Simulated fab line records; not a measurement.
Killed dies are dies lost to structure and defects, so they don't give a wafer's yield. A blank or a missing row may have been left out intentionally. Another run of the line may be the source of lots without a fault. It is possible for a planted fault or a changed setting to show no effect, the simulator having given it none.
Comparing a struck lot with a sound one | flow n5_finfet | 16 out of 1938 route steps
Sound: the wafers L848.1, L848.2, L848.4. Struck: wafer L852.2. (L852.1 of the same lot was not struck and is left out.) The cause comes at the end.
Per side, at each step with rows, come the tool, then ch with its chambers, and then its first start. Under that, the readings that differ: sound wafers | struck wafers | difference of the means | sigmas: that difference in standard deviations of wafers without a fault.
alike: same words and numbers on both sides, and readings whose means sit less than 2 such deviations apart. not compared: any withheld reading, any reading some wafer has no value for, any bound like >300 that may hide the same value, and any number with overlapping values for which the record gives no deviation.
The two part at a step that has a row with sigmas, a row that says differs or no value, or rows on one side only. When numbers do not overlap yet have no deviation, they are printed without sigmas and do not part them. A reading missing from all wafers of one side parts the sides only when that side holds two or more wafers.

first, 1 step without rows for these wafers: N5_MOL_CONTACT_COAG_DESCUM_88 (chemistry O2, time 7 s).
N5_MOL_CONTACT_COAG_ETCH_89: etches underlayer in N2/H2, target depth 13 nm, time 10.4 s.
  sound on rie_diel-04 ch 0,3, day 5 15:15; struck on rie_diel-06 ch 3, day 6 12:08
  reading                         | sound          | struck | difference | sigmas
  drypump_motor_current_A (A)     | 5.6 5.4 5.6    | 6.6    | +1.1       | +3
  showerhead_plenum_p_Torr (Torr) | 2.61 2.59 2.61 | 2.41   | -0.19      | -2
  alike: etch_rf_on_time_s, h2_flow_sccm, oes_product_au, rf_vpp_V, throttle_valve_pct
  not compared: rf_hours_counter_h
N5_MOL_CONTACT_COAG_ETCH_90: etches SiARC in CF4, target depth 13 nm, time 21.7 s.
  sound on rie_diel-04 ch 0,3, day 5 15:16; struck on rie_diel-06 ch 3, day 6 12:09
  reading                         | sound          | struck | difference | sigmas
  drypump_motor_current_A (A)     | 5.6 5.4 5.6    | 6.6    | +1.1       | +3
  showerhead_plenum_p_Torr (Torr) | 2.19 2.19 2.19 | 2.03   | -0.16      | -2
  alike: etch_rf_on_time_s, oes_product_au, rf_vpp_V, throttle_valve_pct
  not compared: rf_hours_counter_h
then, 1 step without rows for these wafers: N5_MOL_CONTACT_COAG_ALD_131 (deposits SiO2, target thk 5 nm, pulse time 1 s, co reactant pulse time 1 s).
N5_MOL_CONTACT_COAG_ETCHBACK_132: etches SiO2 in CHF3, target depth 10 nm, time 6.7 s.
  sound on rie_diel-06 ch 1,2,3, day 5 15:35; struck on rie_diel-06 ch 1, day 6 12:25
  alike: CHF3_flow_sccm, drypump_motor_current_A, oes_product_au, rf_vpp_V, showerhead_plenum_p_Torr, throttle_valve_pct
  not compared: rf_hours_counter_h
N5_MOL_CONTACT_COAG_ETCH_91: etches SOC in N2/H2, target depth 60 nm, overetch 21 nm, time 101.2 s.
  sound on rie_diel-06 ch 1,2,3, day 5 15:37; struck on rie_diel-06 ch 1, day 6 12:26
  alike: drypump_motor_current_A, h2_flow_sccm, oes_product_au, rf_vpp_V, showerhead_plenum_p_Torr, throttle_valve_pct
  not compared: rf_hours_counter_h
then, 6 steps without rows for these wafers: N5_MOL_CONTACT_COAG_STRIP_92 (strips in N2/H2); N5_MOL_CONTACT_COAG_STRIP_93 (strips in N2/H2); N5_MOL_CONTACT_COAG_ETCHBACK_135 (etches SiO2 in CHF3, target depth 25 nm, time 16.7 s); N5_MOL_CONTACT_COAG_STRIP_118 (strips in CHF3); N5_MOL_CONTACT_COAG_VIA_ETCH_46 (etches SiO2 in C4F6/O2, target depth 46 nm, overetch 9.2 nm, time 40 s); N5_MOL_CONTACT_COAG_STRIP_96 (strips in N2/H2).
N5_MOL_CONTACT_COAG_ETCH_47: etches SiNx in CH3F/O2, stops on W, target depth 27 nm.
  sound on rie_diel-06 ch 1,2,3, day 5 15:51; struck on rie_diel-06 ch 1, day 6 12:40
  reading                    | sound             | struck | difference | sigmas
  etch_rf_on_time_s (s)      | 31.3 31.4 31.2    | 50.8   | +19.5      | +43
  model.etch.t_clear_s (s)   | 26.05 26.17 25.99 | 45.7   | +19.6      |
  model.etch.over_etch_s (s) | 5.21 5.234 5.197  | 5.077  | -0.137     |
  alike: O2_flow_sccm, drypump_motor_current_A, oes_product_au, rf_vpp_V, showerhead_plenum_p_Torr, throttle_valve_pct
  not compared: rf_hours_counter_h
N5_MOL_CONTACT_COAG_STRIP_119: strips in N2/H2, time 30 s.
  sound on plasma_asher-01 ch 0,1, day 5 15:56; struck on plasma_asher-02 ch 1, day 6 12:45
  alike: drypump_motor_current_A, h2_flow_sccm, heater_power_w
  not compared: rf_hours_counter_h
-- the record jumps here: 3 days lie between the struck wafers' starts before and after (it left off in module MOL_CONTACT_COAG and takes up again in module BEOL_M4, whose first step shown is number 1111 of the route) --
N5_BEOL_M4_RC_MEAS_101:
  sound on prober-01 ch 0, day 8 18:10; struck on prober-01 ch 0, day 9 12:46
  reading        | sound             | struck | difference | sigmas
  IOFF_N (nA/um) | 0.153 0.222 0.192 | 0.127  | -0.062     | -3
  ION_N (uA/um)  | 679 688 690       | 669    | -17        | -2
  ION_P (uA/um)  | 465 474 462       | 456    | -11        | -2
  VT_N (mV)      | 251.5 245.6 247.1 | 254.3  | +6.2       | +2
  alike: DIBL_N, DIBL_P, IOFF_P, SS_N, SS_P, VT_P
then, 1 step without rows for these wafers: N5_PASSIVATION_PROBE_49.

== WHERE THEY PART ==
First at N5_MOL_CONTACT_COAG_ETCH_89; last, within this record, at N5_BEOL_M4_RC_MEAS_101.

WHY: the cause the simulator had injected
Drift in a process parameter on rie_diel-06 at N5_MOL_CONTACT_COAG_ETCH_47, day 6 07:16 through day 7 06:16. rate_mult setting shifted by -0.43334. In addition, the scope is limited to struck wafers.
